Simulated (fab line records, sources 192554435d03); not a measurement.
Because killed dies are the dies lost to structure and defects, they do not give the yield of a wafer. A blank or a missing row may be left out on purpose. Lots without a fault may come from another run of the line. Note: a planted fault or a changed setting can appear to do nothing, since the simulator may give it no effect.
A lot that was struck, set against a sound lot -- flow n5Finfet -- 38 steps out of a route of 1938
Sound: the wafers L781.2, L781.3, L781.5. Struck: wafer L784.6. (L784.3, L784.5 of the same lot were not struck and are left out.) The cause comes at the end.
Each step with rows lists, per side, the tool, then ch with its chambers, then its first start. Under that, the readings that differ: sound wafers -- struck wafers -- difference of the means -- sigmas: that difference in standard deviations of wafers without a fault.
alike: readings whose means differ by less than 2 such deviations, and words and numbers that are the same on both sides. not compared: withheld readings, readings that some wafer has no value for, bounds like >300 that may hide the same value, and numbers for which the record gives no deviation and whose values overlap.
The two part at a step that has a row with sigmas, a row that says differs or no value, or rows on one side only. When numbers do not overlap yet have no deviation, they are printed without sigmas and do not part them. A reading missing from all wafers of one side parts the sides only when that side holds two or more wafers.

first, 11 steps without rows for these wafers: N5_FIN_SAQP_DESCUM_21 (chemistry O2, time 7.9 s); N5_FIN_SAQP_ETCH_51 (etches SiARC in CF4, target depth 45.5 nm, time 75.8 s); N5_FIN_SAQP_ETCH_52 (etches SOC in N2/H2, target depth 100 nm, overetch 20 nm, time 150 s); N5_FIN_SAQP_STRIP_53 (strips in N2/H2); N5_FIN_SAQP_HM_OPEN_73 (chemistry CHF3/O2, target SiO2, stops on a-Si, target depth 12 nm, time 16.8 s); N5_FIN_SAQP_STRIP_74 (strips in CHF3/O2); N5_FIN_SAQP_MANDREL_ETCH_22 (etches a-Si in HBr/Cl2, stops on SiNx, target depth 60 nm, bt time 10 s, time 30 s); N5_FIN_SAQP_STRIP_55 (strips in N2/H2); N5_FIN_SAQP_STRIP_23 (strips in SPM, time 750 s); N5_FIN_SAQP_SRD_66 (time 30 s); N5_FIN_SAQP_RECESS_75 (chemistry HF/NH3, target SiO2, target depth 14.4 nm, afs cycles 3, sublimation time 60 s).
N5_FIN_SAQP_SPACER1_ALD_24: deposits SiO2, target thk 20.3 nm, pulse time 1 s, purge time 2 s.
  sound on aldSin-01 ch 2,3, day 2 17:11; struck on aldSin-01 ch 0, day 3 10:28
reading,sound,struck,difference,sigmas
aldCycles,218 218 218,254,+36,
model.SiO2_of_FIN_SAQP_SPACER1_ALD_24.thkNm (nm),20.2 20.4 20.2,23.6,+3.3,
  alike: heaterPowerW, precursorPulseHeightRel
then, 1 step without rows for these wafers: N5_FIN_SAQP_SPACER1_ETCHBACK_25 (etches SiO2 in CHF3/O2, target depth 24.4 nm, time 12.2 s).
N5_FIN_SAQP_MANDREL1_REMOVE_56: chemistry HBr/Cl2/O2, target a-Si, stops on SiNx, bt time 10 s.
  sound on rieSi-02 ch 1,3, day 2 18:00; struck on rieSi-02 ch 3, day 3 11:17
reading,sound,struck,difference,sigmas
model.FIN_SAQP.cdNm (nm),20.2 20.4 20.2,23.6,+3.3,
  alike: O2_flow_sccm, drypumpMotorCurrentA, heBacksideLeakSccm, oesProductAu, throttleValvePct
  not compared: rfHoursCounterH
N5_FIN_SAQP_CD_MEAS_27: the cd target is 20 nm.
  sound on cdSem-02 ch 0, day 2 18:07; struck on cdSem-03 ch 0, day 3 11:24
reading,sound,struck,difference,sigmas
cdNm (nm),20.33 20.23 20.17,23.35,+3.11,+14
then, 21 steps without rows for these wafers: N5_FIN_SAQP_ETCH_57 (etches SiNx in CH3F/O2, target depth 32.5 nm, time 46.4 s); N5_FIN_SAQP_ETCH_65 (etches SiO2 in CF4, target depth 4 nm, time 4.4 s); N5_FIN_SAQP_MANDREL_ETCH_58 (etches a-Si in HBr/Cl2, stops on SiNx, target depth 45 nm, bt time 10 s, time 27 s); N5_FIN_SAQP_RECESS_63 (chemistry HF/NH3, target SiO2, target depth 18 nm, afs cycles 3, sublimation time 60 s); N5_FIN_SAQP_COAT_68 (time 60 s, resist thk 100 nm); N5_FIN_SAQP_ETCH_69 (etches SOC in N2/H2, stops on SiNx, target depth 150 nm); N5_FIN_SAQP_ETCH_67 (etches SiNx in CH3F/O2, target depth 30 nm); N5_FIN_SAQP_STRIP_70 (strips in N2/H2); N5_FIN_SAQP_RECESS_71 (chemistry HF/NH3, target SiO2, target depth 3 nm, afs cycles 1, sublimation time 60 s); N5_FIN_SAQP_SPACER2_ALD_28 (deposits SiO2, target thk 8.1 nm, pulse time 1 s, purge time 2 s); N5_FIN_SAQP_SPACER2_ETCHBACK_29 (etches SiO2 in CHF3/O2, target depth 12.2 nm, time 6.1 s); N5_FIN_SAQP_MANDREL2_REMOVE_60 (chemistry HBr/Cl2/O2, target a-Si, stops on SiNx, bt time 10 s); N5_FIN_SAQP_HM_OPEN_33 (chemistry CH3F/O2, target SiNx, target depth 49.4 nm, time 70.6 s); N5_FIN_SAQP_ETCH_34 (etches SiO2 in C4F6/O2, target depth 45 nm, time 15 s); N5_FIN_SAQP_STRIP_77 (strips in N2/H2, time 90 s); N5_FIN_SAQP_ETCH_64 (etches SiO2 in CF4, target depth 1.5 nm); N5_FIN_SAQP_FIN_ETCH_36 (etches the open film in HBr/Cl2/O2, target depth 120 nm, time 50.4 s); N5_FIN_SAQP_PRECLEAN_38 (cleans in O3/DIW, time 45 s); N5_FIN_SAQP_PRECLEAN_45 (cleans in dHF, time 10 s); N5_FIN_SAQP_SRD_39 (time 30 s); N5_FIN_CUT_COAT_18 (time 60 s, resist thk 230 nm).
N5_BEOL_M4_RC_MEAS_101:
  the record has rows for the sound wafers here (prober-02 ch 0, day 8 07:23) and none for the struck ones
-- here the record skips 10 days between the struck wafers' starts before and after, leaving off in module BEOL_M4 and picking up in module PASSIVATION (first step shown: number 1936 of the route) --
N5_PASSIVATION_PROBE_49:
  rows exist in the record for the struck wafers here (prober-01, day 13 07:03), but not for the sound ones

== WHERE THEY PART ==
Last at N5_PASSIVATION_PROBE_49 as far as this record goes, first at N5_FIN_SAQP_CD_MEAS_27.

WHY: what the simulator had put in
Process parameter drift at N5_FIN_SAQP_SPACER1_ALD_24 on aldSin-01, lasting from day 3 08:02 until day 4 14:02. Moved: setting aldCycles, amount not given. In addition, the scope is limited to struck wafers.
